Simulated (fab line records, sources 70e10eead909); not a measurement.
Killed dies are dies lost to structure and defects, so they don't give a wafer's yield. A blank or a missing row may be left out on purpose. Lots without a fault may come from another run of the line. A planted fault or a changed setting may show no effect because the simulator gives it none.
fab line records | flow nand_harc | part 1 of 2: steps 1 to 23 of 38
record lots=5 wafers=15 last_day=31
route steps=1302 shown P_CONTACT@225 P_M0@253
lots that met no fault: from a run of the same line without faults
start_h: hours from the record's first day to the start of the lot's first wafer shown | wait_h: hours since the lot's step before | " the same as in the row above | L1.1+2: a row that stands for several wafers | - no value, or no start given | * or withheld: withheld | < > ~ a bound
route shown NAME@n: a module of which the file shows steps, and the number in the route of the first | usual: mean/standard deviation of fault-free wafers | same: alike in all rows | chamber/n: place in a boat | sites: the reading at each site | _std_site: their standard deviation | _edge_site: outer sites' mean less inner sites' | radius_mm: how far each site lies from the wafer's centre | mask NAME#n: copy n | behind: the tool/chamber that last shaped the wafer | hold: why the lot was held/for how many hours/how that ended | device: the transistor (n, p or np) that didn't switch | end of line: the same wafers' tests at the end of the route | a step without rows: its recipe alone | killed: dies lost to structure and defects at the first sort, not the wafer's yield | map: a wafer's dies, x killed, . not, _ none there
set.NAME: the setting as run; set.NAME@STEP: as run at that earlier step | model.NAME: the simulator's own value behind a step, which no gauge read
lots at some steps of the route; a table a step, a row a wafer
services: from which hour (start_h, from the record's first day; less than 0 if before it) a tool's chamber was out of use, for how many hours, and why
## steps
# step NHARC_P_CONTACT_COAT_34
# recipe temp_c=225 time_s=65
# columns lot.wafer tool chamber start_h wait_h
L075.2+4+5 litho_track-06 0 - -
L076.1+5+6 litho_track-06 0 - -
L077.2+3+4 litho_track-04 0 - -
L079.1+3+4 litho_track-01 0 - -
L090.2+4+6 litho_track-06 0 - -
# step NHARC_P_CONTACT_COAT_06
# recipe spin_rpm=1500 resist_thk_nm=90
# columns lot.wafer tool chamber start_h wait_h
L075.2+4+5 litho_track-06 0 - -
L076.1+5+6 litho_track-06 0 - -
L077.2+3+4 litho_track-04 0 - -
L079.1+3+4 litho_track-01 0 - -
L090.2+4+6 litho_track-06 0 - -
# step NHARC_P_CONTACT_SOFTBAKE_07
# recipe temp_c=105 time_s=55
# columns lot.wafer tool chamber start_h wait_h
L075.2+4+5 litho_track-06 0 - -
L076.1+5+6 litho_track-06 0 - -
L077.2+3+4 litho_track-04 0 - -
L079.1+3+4 litho_track-01 0 - -
L090.2+4+6 litho_track-06 0 - -
# step NHARC_P_CONTACT_EBR_08
# columns lot.wafer tool chamber start_h wait_h
L075.2+4+5 litho_track-06 0 - -
L076.1+5+6 litho_track-06 0 - -
L077.2+3+4 litho_track-04 0 - -
L079.1+3+4 litho_track-01 0 - -
L090.2+4+6 litho_track-06 0 - -
# step NHARC_P_CONTACT_EXPOSE_09
# recipe na=1.35 target_cd_nm=90 dose_mj=81.26 mask_id=P_CA
# usual stage_vel_mm_s=500.00/0.27
# columns lot.wafer tool chamber start_h wait_h mask stage_vel_mm_s
L075.2 arfi_scanner-03 0 125.82 - P_CA#0 499.77
L075.4 " 0 " " P_CA#0 500.24
L075.5 " 0 " " P_CA#0 500.12
L076.1 arfi_scanner-02 0 135.08 - P_CA#0 500.66
L076.5 " 0 " " P_CA#0 500.03
L076.6 " 0 " " P_CA#0 500.31
L077.2 arfi_scanner-03 0 145.79 - P_CA#0 499.53
L077.3 " 0 " " P_CA#0 499.76
L077.4 " 0 " " P_CA#0 499.68
L079.1 arfi_scanner-03 0 166.96 - P_CA#0 500.07
L079.3 " 0 " " P_CA#0 500.01
L079.4 " 0 " " P_CA#0 499.96
L090.2 arfi_scanner-03 0 285.84 - P_CA#0 499.65
L090.4 " 0 " " P_CA#0 499.72
L090.6 " 0 " " P_CA#0 499.37
# step NHARC_P_CONTACT_PEB_10
# recipe peb_temp_c=100 peb_time_s=65
# columns lot.wafer tool chamber start_h wait_h
L075.2+4+5 litho_track-04 0 125.88 0.1
L076.1+5+6 litho_track-01 0 135.14 0.1
L077.2+3+4 litho_track-01 0 145.85 0.1
L079.1+3+4 litho_track-04 0 167.03 0.1
L090.2+4+6 litho_track-01 0 285.90 0.1
# step NHARC_P_CONTACT_DEVELOP_11
# recipe develop_time_s=35 dev_temp_c=23
# same develop_time_s=35
# columns lot.wafer tool chamber start_h wait_h
L075.2+4+5 litho_track-04 0 - -
L076.1+5+6 litho_track-01 0 - -
L077.2+3+4 litho_track-01 0 - -
L079.1+3+4 litho_track-04 0 - -
L090.2+4+6 litho_track-01 0 - -
# step NHARC_P_CONTACT_CD_MEAS_12
# recipe target_cd_nm=90 landing_energy_ev=500
# usual cd_nm=90.1/0.45
# columns lot.wafer tool chamber start_h wait_h cd_nm
L075.2 cd_sem-01 0 125.96 - 90.3
L075.4 " 0 " " 90.5
L075.5 " 0 " " 90.5
L076.1 cd_sem-01 0 135.22 - 90.4
L076.5 " 0 " " 90.4
L076.6 " 0 " " 90.4
L077.2 cd_sem-01 0 145.93 - 90.0
L077.3 " 0 " " 90.3
L077.4 " 0 " " 89.9
L079.1 cd_sem-03 0 167.10 - 91.2
L079.3 " 0 " " 90.2
L079.4 " 0 " " 90.4
L090.2 cd_sem-02 0 285.98 - 89.8
L090.4 " 0 " " 89.6
L090.6 " 0 " " 89.5
# step NHARC_P_CONTACT_OVL_MEAS_13
# usual overlay_x_nm=0.1/0.62 overlay_y_nm=-0.2/0.9
# columns lot.wafer tool chamber start_h wait_h overlay_x_nm overlay_y_nm
L075.2 overlay-01 - 126.04 - 0.1 0.6
L075.4 " - " " 0.1 -0.1
L075.5 " - " " 0.5 0.8
L076.1 overlay-02 - 135.31 - 0.9 0.9
L076.5 " - " " 0.8 0.2
L076.6 " - " " 0.5 0.3
L077.2 overlay-01 - 146.01 - 0.0 -0.6
L077.3 " - " " -0.1 -1.0
L077.4 " - " " -0.1 -0.4
L079.1 overlay-02 - 167.19 - 0.6 -0.4
L079.3 " - " " 0.4 0.0
L079.4 " - " " 0.6 -0.2
L090.2 overlay-02 - 286.06 - 0.0 1.0
L090.4 " - " " -0.5 -0.1
L090.6 " - " " -0.4 0.2
# step NHARC_P_CONTACT_INSPECT_14
# usual raw_defect_count=4.4/2.6
# columns lot.wafer tool chamber start_h wait_h raw_defect_count
L075.2 defect_inspect-01 - 126.08 0.0 8
L075.4 " - " " 3
L075.5 " - " " 8
L076.1 defect_inspect-01 - 135.35 0.0 4
L076.5 " - " " 6
L076.6 " - " " 2
L077.2 defect_inspect-01 - 146.05 0.0 10
L077.3 " - " " 6
L077.4 " - " " 6
L079.1 defect_inspect-02 - 167.23 0.0 6
L079.3 " - " " 2
L079.4 " - " " 4
L090.2 defect_inspect-01 - 286.10 0.0 4
L090.4 " - " " 1
L090.6 " - " " 1
# step NHARC_P_CONTACT_DESCUM_17
# recipe time_s=3 o2_flow_sccm=200 ar_flow_sccm=0 bias_power_w=0 chemistry=O2
# usual chamber_pressure_mTorr=59.99/0.05 drypump_motor_current_A=5.7/0.46 oes_product_au=0.998/0.0076 rf_vpp_V=57.7/0.88 showerhead_plenum_p_Torr=1.88/0.077 throttle_valve_pct=11.311/0.0093
# columns lot.wafer tool chamber start_h wait_h chamber_pressure_mTorr drypump_motor_current_A oes_product_au rf_hours_counter_h rf_vpp_V showerhead_plenum_p_Torr throttle_valve_pct
L075.4 rie_diel-06 3 126.15 0.1 60.05 5.2 1.011 5.3 56.2 1.81 11.315
L075.2 " 0 " " 59.98 5.6 0.990 5.1 56.4 1.79 11.317
L075.5 " 2 " " 60.05 6.0 1.004 - 59.4 2.06 11.319
L076.1 rie_diel-08 1 135.43 0.1 60.01 5.7 0.991 2.0 57.5 1.92 11.306
L076.5 " 3 " " 59.97 5.7 1.005 - 57.3 1.86 11.308
L076.6 " 0 " " 59.96 6.1 0.989 - 57.2 1.92 11.310
L077.4 rie_diel-06 1 146.11 0.1 60.01 5.7 0.995 0.0 57.2 1.90 11.313
L077.3 " 2 " " 59.97 6.0 0.993 0.0 57.5 2.06 11.306
L077.2 " 3 " " 60.00 5.2 1.005 0.1 57.0 1.81 11.309
L079.4 rie_diel-11 0 167.29 0.1 60.01 6.5 1.004 4.7 57.2 1.96 11.324
L079.1 " 2 " " 59.97 5.5 0.989 4.1 56.2 1.79 11.304
L079.3 " 3 " " 60.09 4.9 0.999 4.3 58.2 1.93 11.305
L090.4 rie_diel-08 0 286.17 0.1 59.99 6.1 1.000 3.1 58.5 1.92 11.302
L090.2 " 1 " " 60.02 5.7 1.002 3.0 59.4 1.92 11.327
L090.6 " 3 " " 60.07 5.7 1.012 - 58.1 1.86 11.305
# step NHARC_P_CONTACT_ETCH_35
# recipe target_depth_a=390 over_etch_frac=0.3 time_s=65 ion_energy_ev=80 cf4_flow_sccm=150 ar_flow_sccm=0 rf_w=300 bias_w=100 chemistry=CF4
# usual chamber_pressure_mTorr=50.00/0.047 drypump_motor_current_A=5.6/0.47 oes_product_au=0.999/0.0075 rf_vpp_V=151.0/1.2 showerhead_plenum_p_Torr=1.74/0.067 throttle_valve_pct=13.284/0.0084
# columns lot.wafer tool chamber start_h wait_h chamber_pressure_mTorr drypump_motor_current_A oes_product_au rf_hours_counter_h rf_vpp_V showerhead_plenum_p_Torr throttle_valve_pct
L075.2 rie_diel-06 1 126.23 0.1 49.97 5.7 0.999 5.0 152.2 1.75 13.281
L075.4 " 0 " " 49.93 5.6 0.995 5.1 150.1 1.66 13.284
L075.5 " 1 " " 49.94 5.7 0.980 - 151.3 1.75 13.284
L076.1 rie_diel-08 1 135.51 0.1 49.97 5.8 0.991 2.0 150.8 1.78 13.282
L076.5 " 3 " " 49.92 5.7 1.015 - 150.8 1.72 13.291
L076.6 " 0 " " 50.00 6.2 0.997 - 151.4 1.77 13.292
L077.3 rie_diel-06 2 146.20 0.1 50.03 6.0 0.991 0.0 152.2 1.89 13.288
L077.4 " 0 " " 50.00 5.6 0.994 0.1 149.1 1.66 13.280
L077.2 " 1 " " 50.04 5.7 0.983 0.0 149.3 1.75 13.283
L079.1 rie_diel-11 3 167.38 0.1 50.04 4.8 0.995 4.3 150.5 1.78 13.277
L079.4 " 0 " " 49.85 6.5 0.988 4.7 151.8 1.81 13.269
L079.3 " 2 " " 50.05 5.4 0.983 4.1 151.0 1.66 13.285
L090.2 rie_diel-08 3 286.26 0.1 50.00 5.7 1.012 3.3 150.3 1.72 13.286
L090.4 " 0 " " 49.99 6.2 1.003 3.1 152.2 1.77 13.287
L090.6 " 1 " " 49.99 5.7 1.003 - 151.4 1.77 13.282
# step NHARC_P_CONTACT_ETCH_36
# recipe target_depth_a=2600 over_etch_frac=0.25 time_s=406.25 ion_energy_ev=200 n2_flow_sccm=150 h2_flow_sccm=150 ar_flow_sccm=0 rf_w=400 bias_w=150 chemistry=N2/H2
# usual chamber_pressure_mTorr=30.002/0.027 drypump_motor_current_A=5.6/0.46 oes_product_au=0.999/0.0075 rf_vpp_V=429.5/2.3 showerhead_plenum_p_Torr=2.00/0.081 throttle_valve_pct=14.171/0.0091
# columns lot.wafer tool chamber start_h wait_h chamber_pressure_mTorr drypump_motor_current_A oes_product_au rf_hours_counter_h rf_vpp_V showerhead_plenum_p_Torr throttle_valve_pct
L075.2 rie_diel-06 3 - - 29.983 5.2 0.997 5.4 426.7 1.92 14.176
L075.4 " 2 " " 29.980 6.0 0.991 5.3 433.8 2.20 14.169
L075.5 " 3 " " 29.992 5.2 1.002 - 428.0 1.92 14.166
L076.1 rie_diel-08 2 - - 30.029 5.3 0.996 2.1 426.6 1.90 14.178
L076.5 " 0 " " 30.026 6.2 0.999 - 429.9 2.05 14.175
L076.6 " 1 " " 30.013 5.8 0.992 - 430.6 2.05 14.173
L077.4 rie_diel-06 3 - - 30.001 5.2 0.987 0.2 428.6 1.92 14.171
L077.3 " 1 " " 30.026 5.7 0.992 0.1 429.1 2.02 14.172
L077.2 " 2 " " 30.041 6.0 0.996 0.1 433.6 2.20 14.180
L079.3 rie_diel-11 1 - - 30.026 5.3 1.011 4.4 429.0 1.96 14.163
L079.4 " 2 " " 29.994 5.5 0.998 4.1 426.6 1.90 14.167
L079.1 " 3 " " 29.979 4.9 1.002 4.4 431.6 2.06 14.171
L090.2 rie_diel-08 3 - - 29.990 5.7 1.014 3.4 429.1 1.98 14.175
L090.4 " 1 " " 30.029 5.8 1.009 3.1 431.2 2.05 14.158
L090.6 " 3 " " 29.985 5.7 1.008 - 428.8 1.98 14.171
# step NHARC_P_CONTACT_ETCH_18
# recipe target_depth_a=4810 time_s=240.5 c4f8_flow_sccm=20 o2_flow_sccm=10 ar_flow_sccm=withheld rf_w=600 bias_w=1500 chemistry=C4F8/O2/Ar
# usual chamber_pressure_mTorr=24.997/0.024 oes_product_au=0.955/0.019 rf_vpp_V=976/5.3
# columns lot.wafer tool chamber start_h wait_h chamber_pressure_mTorr oes_product_au rf_hours_counter_h rf_vpp_V
L075.2 rie_diel-06 1 - - 24.959 0.974 5.2 977
L075.4 " 0 " " 24.932 0.965 5.4 969
L075.5 " 1 " " 25.005 0.985 - 975
L076.1 rie_diel-08 0 - - 25.011 0.959 2.5 979
L076.6 " 3 " " 25.034 0.962 - 974
L076.5 " 0 " " 24.993 0.962 - 978
L077.2 rie_diel-06 3 - - 24.998 0.969 0.4 971
L077.4 " 0 " " 25.050 0.968 0.3 970
L077.3 " 2 " " 25.002 0.959 0.2 987
L079.1 rie_diel-11 3 - - 25.008 0.938 4.5 980
L079.3 " 0 " " 24.987 0.943 4.9 982
L079.4 " 1 " " 24.996 0.950 4.6 974
L090.4 rie_diel-08 1 - - 24.988 0.988 3.2 977
L090.2 " 2 " " 24.967 0.977 3.4 967
L090.6 " 1 " " 24.988 0.974 - 979
# step NHARC_P_CONTACT_STRIP_37
# recipe c4f8_flow_sccm=withheld o2_flow_sccm=8 ar_flow_sccm=withheld bias_w=0 chemistry=C4F8/O2/Ar
# columns lot.wafer tool chamber start_h wait_h
L075.2+4+5 rie_diel-06 0,1,3 - -
L076.1+6+5 rie_diel-08 2,2,3 - -
L077.3+2+4 rie_diel-06 1,2,3 - -
L079.1+4+3 rie_diel-11 2,3,1 - -
L090.2+4+6 rie_diel-08 0,1,0 - -
# step NHARC_P_CONTACT_ETCH_31
# recipe target_depth_a=300 time_s=85.7 ion_energy_ev=120 over_etch_frac=1 ch3f_flow_sccm=50 o2_flow_sccm=30 ar_flow_sccm=200 rf_w=500 bias_w=100 chemistry=CH3F/O2
# usual chamber_pressure_mTorr=25.000/0.023 drypump_motor_current_A=5.6/0.44 oes_product_au=0.977/0.012 rf_vpp_V=243.7/1.6 showerhead_plenum_p_Torr=2.41/0.096 throttle_valve_pct=20.663/0.0086
# columns lot.wafer tool chamber start_h wait_h chamber_pressure_mTorr drypump_motor_current_A oes_product_au rf_hours_counter_h rf_vpp_V showerhead_plenum_p_Torr throttle_valve_pct
L075.4 rie_diel-06 1 - - 24.991 5.7 0.979 5.3 243.8 2.44 20.651
L075.2 " 2 " " 25.024 6.0 0.983 5.5 246.9 2.64 20.658
L075.5 " 2 " " 24.995 6.0 0.968 - 247.1 2.64 20.662
L076.1 rie_diel-08 1 - - 25.068 5.8 0.990 2.4 244.1 2.47 20.666
L076.5 " 0 " " 25.011 6.2 0.982 - 244.2 2.47 20.662
L076.6 " 1 " " 25.028 5.7 0.988 - 243.1 2.47 20.687
L077.3 rie_diel-06 0 - - 25.005 5.6 0.983 0.5 243.8 2.31 20.669
L077.2 " 2 " " 24.982 6.0 0.978 0.3 248.0 2.63 20.682
L077.4 " 3 " " 24.942 5.2 1.001 0.5 241.9 2.33 20.650
L079.1 rie_diel-11 1 - - 25.004 5.3 0.959 4.6 243.6 2.37 20.652
L079.3 " 2 " " 25.009 5.4 0.966 4.4 242.1 2.30 20.651
L079.4 " 3 " " 24.986 4.9 0.972 4.6 246.2 2.48 20.649
L090.2 rie_diel-08 3 - - 25.002 5.7 0.971 3.6 242.8 2.39 20.653
L090.4 " 1 " " 25.037 5.7 0.989 3.3 244.4 2.47 20.665
L090.6 " 3 " " 24.992 5.7 0.975 - 242.3 2.39 20.647
# step NHARC_P_CONTACT_CD_MEAS_19
# usual cd_nm=89.8/0.97
# columns lot.wafer tool chamber start_h wait_h cd_nm
L075.2 cd_sem-02 - 127.02 - 90.2
L075.4 " - " " 91.2
L075.5 " - " " 90.1
L076.1 cd_sem-01 - 136.28 - 90.0
L076.5 " - " " 88.4
L076.6 " - " " 88.6
L077.2 cd_sem-01 - 146.98 - 89.9
L077.3 " - " " 90.6
L077.4 " - " " 88.0
L079.1 cd_sem-01 - 168.16 - 89.6
L079.3 " - " " 89.5
L079.4 " - " " 89.6
L090.2 cd_sem-02 - 287.04 - 89.2
L090.4 " - " " 87.2
L090.6 " - " " 89.3
# step NHARC_P_CONTACT_STRIP_28
# recipe o2_flow_sccm=500 ar_flow_sccm=0 bias_w=0 chemistry=O2
# usual chamber_pressure_mTorr=59.99/0.062 drypump_motor_current_A=5.6/0.4 oes_product_au=0.999/0.0072 rf_vpp_V=57.6/0.93 showerhead_plenum_p_Torr=3.45/0.14 throttle_valve_pct=17.036/0.009
# columns lot.wafer tool chamber start_h wait_h chamber_pressure_mTorr drypump_motor_current_A oes_product_au rf_hours_counter_h rf_vpp_V showerhead_plenum_p_Torr throttle_valve_pct
L075.4 rie_diel-11 2 127.10 0.1 60.00 5.4 1.001 2.5 57.7 3.31 17.040
L075.2 " 0 " " 60.03 6.6 0.996 2.8 57.7 3.61 17.042
L075.5 " 2 " " 59.99 5.5 0.999 - 56.4 3.31 17.031
L076.1 rie_diel-08 2 136.40 0.1 59.97 5.3 0.999 2.3 55.7 3.31 17.023
L076.6 " 3 " " 60.01 5.7 1.005 - 56.0 3.44 17.050
L076.5 " 0 " " 60.01 6.2 1.006 - 57.9 3.54 17.038
L077.3 rie_diel-11 1 147.07 0.1 60.00 5.3 0.996 3.9 57.6 3.40 17.034
L077.4 " 2 " " 60.06 5.4 0.995 3.7 56.6 3.31 17.039
L077.2 " 3 " " 60.02 4.9 0.999 4.0 57.9 3.56 17.042
L079.4 rie_diel-08 0 168.24 0.1 60.01 6.2 0.999 3.1 58.4 3.54 17.022
L079.3 " 1 " " 59.95 5.7 0.996 2.9 58.2 3.54 17.024
L079.1 " 3 " " 60.03 5.8 1.005 3.2 57.3 3.44 17.042
L090.4 rie_diel-06 0 287.12 0.1 59.98 5.6 0.999 4.1 58.7 3.32 17.028
L090.2 " 1 " " 60.00 5.7 1.008 3.6 58.1 3.50 17.038
L090.6 " 3 " " 60.02 5.2 1.003 - 57.2 3.34 17.041
# step NHARC_P_CONTACT_STRIP_29
# recipe time_s=1200 temp_c=72.5 chemistry=post_etch_residue_remover
# columns lot.wafer tool chamber start_h wait_h
L075.5+4+2 wet_bench-02 6,2,3 127.27 -
L076.5+1+6 wet_bench-02 2,3,7 136.54 -
L077.2+3+4 wet_bench-02 2,4,5 147.26 -
L079.3+1+4 wet_bench-03 4,5,7 168.42 -
L090.2+6+4 wet_bench-06 0,2,5 287.29 -
# step NHARC_P_CONTACT_DEGAS_38
# recipe temp_c=300 time_s=60
# usual heater_power_w=452/51
# columns lot.wafer tool chamber start_h wait_h heater_power_w
L075.2 pvd_sputter-03 - 127.72 - 422
L075.4 " - " " 393
L075.5 " - " " 510
L076.1 pvd_sputter-02 - 137.01 - 462
L076.5 " - " " 384
L076.6 " - " " 410
L077.2 pvd_sputter-03 - 147.70 - 393
L077.4 " - " " 474
L077.3 " - " " 427
L079.1 pvd_sputter-03 - 168.88 - 391
L079.4 " - " " 471
L079.3 " - " " 418
L090.4 pvd_sputter-03 - 287.75 - 396
L090.2 " - " " 449
L090.6 " - " " 395
# step NHARC_P_CONTACT_PRE_CLEAN_39
# recipe time_s=19.5 bias_v=250 gas=Ar
# columns lot.wafer tool chamber start_h wait_h
L075.2+4+5 pvd_sputter-03 - - -
L076.1+5+6 pvd_sputter-02 - - -
L077.4+2+3 pvd_sputter-03 - - -
L079.4+3+1 pvd_sputter-03 - - -
L090.2+4+6 pvd_sputter-03 - - -
# step NHARC_P_CONTACT_PVD_32
# recipe target_thk_a=50 chamber_pressure_pa=5 power_w=5000 substrate_temp_c=200 time_s=17.7 material=Ti
# usual throttle_valve_pct=30.0/1.2
# columns lot.wafer tool chamber start_h wait_h throttle_valve_pct
L075.4 pvd_sputter-03 - - - 28.4
L075.2 " - " " 28.6
L075.5 " - " " 29.0
L076.1 pvd_sputter-02 - - - 31.2
L076.6 " - " " 31.1
L076.5 " - " " 31.2
L077.3 pvd_sputter-03 - - - 29.0
L077.4 " - " " 28.7
L077.2 " - " " 30.3
L079.1 pvd_sputter-03 - - - 28.7
L079.4 " - " " 29.3
L079.3 " - " " 28.6
L090.4 pvd_sputter-03 - - - 29.8
L090.2 " - " " 30.8
L090.6 " - " " 29.6
# step NHARC_P_CONTACT_ALD_22
# recipe target_thk_a=30 pulse_time_s=1 ald_cycles=150 temp_c=450 material=TiN
# usual heater_power_w=1092/99 precursor_pulse_height_rel=0.999/0.021
# columns lot.wafer tool chamber start_h wait_h heater_power_w precursor_pulse_height_rel
L075.4 ald_metal-02 2 127.97 - 988 1.028
L075.2 " 1 " " 1182 0.993
L075.5 " 3 " " 1028 1.004
L076.1 ald_metal-02 2 137.25 - 991 0.991
L076.5 " 1 " " 1196 1.024
L076.6 " 2 " " 1005 0.981
L077.4 ald_metal-03 0 147.93 - 968 0.986
L077.2 " 1 " " 1086 0.996
L077.3 " 3 " " 1129 0.972
L079.3 ald_metal-03 1 169.11 - 1090 1.036
L079.1 " 2 " " 1259 1.071
L079.4 " 3 " " 1131 0.991
L090.2 ald_metal-03 0 288.04 - 1093 0.990
L090.6 " 1 " " 1057 0.967
L090.4 " 0 " " 1064 1.024
